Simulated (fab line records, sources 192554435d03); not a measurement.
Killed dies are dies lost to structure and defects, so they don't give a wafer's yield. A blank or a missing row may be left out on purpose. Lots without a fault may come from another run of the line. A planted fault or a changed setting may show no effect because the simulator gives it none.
One fault seen from 3 desks | flow n5_finfet | each desk has only its own numbers; what lay behind them comes last

THE TOOL OWNER'S DESK: rie_diel-01
The tool's own readings at N5_BEOL_M4_ETCH_69 (etches SiARC in CF4, target depth 15.6 nm, time 26 s): means of the sampled wafers that have a number, for each lot that ran on this tool. A lot is out of limits, marked OUT, if its mean lies more than 4 standard deviations from the usual mean; the brackets give that distance.
Columns: A = drypump_motor_current_A at N5_BEOL_M4_ETCH_69, usual 5.7 A; B = etch_rf_on_time_s at N5_BEOL_M4_ETCH_69, usual 26.1 s; C = oes_product_au at N5_BEOL_M4_ETCH_69, usual 0.67 a.u.; D = rf_vpp_V at N5_BEOL_M4_ETCH_69, usual 184.2 V; E = showerhead_plenum_p_Torr at N5_BEOL_M4_ETCH_69, usual 2.15 Torr; F = throttle_valve_pct at N5_BEOL_M4_ETCH_69, usual 15.61 %
lot  | first seen here | A   | B               | C    | D     | E    | F
L644 | day 7 20:42     | 5.6 | 26.1            | 0.64 | 184.0 | 2.13 | 15.52
L651 | day 10 18:43    | 6.0 | 26.2            | 0.65 | 184.8 | 2.16 | 15.41
L653 | day 11 05:53    | 5.9 | 25.9            | 0.73 | 184.4 | 2.19 | 15.51
L652 | day 11 07:30    | 5.6 | 25.7            | 0.75 | 183.2 | 2.14 | 15.29
L663 | day 13 08:34    | 6.0 | 22.3 (-5.5) OUT | 0.73 | 185.1 | 2.19 | 15.36
L664 | day 13 11:44    | 5.4 | 22.0 (-5.9) OUT | 0.83 | 183.7 | 2.13 | 15.37
This desk's finding: out of limits on L663, L664; first on L663, day 13 08:34 (etch_rf_on_time_s at N5_BEOL_M4_ETCH_69). In limits: L644, L651, L653, L652.

THE DEFECT DESK
What the inspections along the route counted, lot by lot: means of the sampled wafers that have a number. A lot is out of limits, marked OUT, if its mean lies more than 4 standard deviations from the usual mean; the brackets give that distance.
Columns: A = raw_defect_count at N5_BEOL_M4_INSPECT_30, usual 392
lot  | first seen here | A
L644 | day 7 20:37     | 363
L651 | day 10 18:37    | 256
L653 | day 11 05:46    | 302
L652 | day 11 07:25    | 354
L663 | day 13 08:29    | 430
L664 | day 13 11:38    | 378
L665 | day 15 02:09    | 331
L666 | day 15 02:20    | 338
L667 | day 15 03:09    | 336
This desk's finding: nothing out of limits on any of the 9 lots.

THE METROLOGY DESK
What the gauges read, lot by lot, whatever tool the lot ran on: means of the sampled wafers that have a number. A lot is out of limits, marked OUT, if its mean lies more than 4 standard deviations from the usual mean; the brackets give that distance. Of its 10 readings 7 are shown: those that lie furthest out on some lot.
Columns: A = DIBL_N at N5_BEOL_M4_RC_MEAS_101, usual 36.1 mV/V; B = IOFF_N at N5_BEOL_M4_RC_MEAS_101, usual 0.15 nA/um; C = ION_P at N5_BEOL_M4_RC_MEAS_101, usual 463 uA/um; D = SS_N at N5_BEOL_M4_RC_MEAS_101, usual 71.5 mV/dec; E = SS_P at N5_BEOL_M4_RC_MEAS_101, usual 73.1 mV/dec; F = VT_N at N5_BEOL_M4_RC_MEAS_101, usual 251 mV; G = VT_P at N5_BEOL_M4_RC_MEAS_101, usual -250 mV
lot  | first seen here | A    | B    | C   | D    | E    | F   | G
L644 | day 8 15:50     | 34.2 | 0.13 | 462 | 70.8 | 72.6 | 254 | -250
L651 | day 11 22:26    | 37.9 | 0.16 | 472 | 71.4 | 73.2 | 249 | -247
L653 | day 12 07:27    | 33.8 | 0.14 | 468 | 71.1 | 72.5 | 251 | -248
L652 | day 12 09:42    | 36.3 | 0.16 | 468 | 71.4 | 73.7 | 249 | -250
L663 | day 14 00:20    | 35.7 | 0.13 | 458 | 71.2 | 72.0 | 255 | -254
L664 | day 15 08:17    | 36.0 | 0.15 | 470 | 71.5 | 73.3 | 250 | -248
L665 | day 15 23:36    | 36.9 | 0.16 | 455 | 72.0 | 72.7 | 250 | -252
L667 | day 16 01:57    | 36.5 | 0.17 | 461 | 71.9 | 73.2 | 253 | -250
L666 | day 16 02:02    | 37.4 | 0.19 | 467 | 71.9 | 73.1 | 247 | -247
This desk's finding: nothing out of limits on any of the 9 lots.

PUT TOGETHER
The tool owner's desk could have raised an alarm at day 13 08:34, on L663, L664.
The defect desk saw nothing out of limits.
The metrology desk saw nothing out of limits.
The defect desk has L663, L664 on record, within its limits.
The metrology desk has L663, L664 on record, within its limits.
Of the lots named, all ran N5_BEOL_M4_ETCH_69 on rie_diel-01.

WHAT THE SIMULATOR HAD PUT IN
Process parameter drift: rie_diel-01, from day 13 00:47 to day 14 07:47, at N5_BEOL_M4_ETCH_69. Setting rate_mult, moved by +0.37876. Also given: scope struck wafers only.
Lots struck among those shown: L663, L664.
Hours from the fault's start to each desk's first reading out of limits: the tool owner's desk, 8.
